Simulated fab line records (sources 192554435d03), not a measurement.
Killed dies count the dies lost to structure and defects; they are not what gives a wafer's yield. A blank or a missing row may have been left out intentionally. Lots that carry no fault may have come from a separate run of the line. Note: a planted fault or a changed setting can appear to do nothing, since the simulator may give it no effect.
Chamber matching ; flow n5-finfet ; N5_BEOL_M5_DEP_56 on pecvd-01 has 3 sister chambers
The step deposits SiCN from 3MS/NH3, target thk 8 nm, time 14 s. 6 wafers are shown with their chamber, then 11 later ones without.

== EACH WAFER AND ITS CHAMBER ==
wafer;chamber;throttle-valve-pct (%);showerhead-plenum-p-Torr (Torr)
L077.3;2;8.2;3.659
L076.1;2;8.2;3.645
L082.4;1;9.8;3.654
L084.2;1;10.0;3.647
L084.3;0;9.0;3.652
L087.1;0;9.2;3.658

== WAFERS WITH NO CHAMBER GIVEN ==
wafer;throttle-valve-pct (%);showerhead-plenum-p-Torr (Torr)
L087.2;8.3;3.663
L087.5;10.3;3.659
L089.1;10.0;3.654
L089.3;8.3;3.657
L089.4;9.7;3.655
L093.1;8.1;3.658
L093.3;9.9;3.651
L093.4;8.0;3.655
L097.2;10.0;3.653
L097.4;10.0;3.659
L097.5;9.1;3.654

== THE CHAMBER EACH PASSED THROUGH ==
wafer;from the rows above;in truth
L087.2;2;2
L087.5;1;1
L089.1;1;1
L089.3;2;2
L089.4;1;1
L093.1;2;2
L093.3;1;1
L093.4;2;2
L097.2;1;1
L097.4;1;1
L097.5;0;0
Correctly placed: 11 of 11. Not placeable from these rows: 0. Number placed wrongly: 0.
How it was worked out, from the rows above alone: a wafer's distance from a chamber is the root of the sum, over the readings, of the square of ((its reading less the chamber's mean) divided by the reading's scatter). If the next closest chamber is less than 2 further off than the closest, the wafer can't be placed; otherwise it belongs to the closest. Each chamber's mean is taken over the wafers shown for it. The scatter: take each reading less its chamber's mean, square it, sum over the shown wafers, divide by the number of wafers less the number of chambers, and take the root.
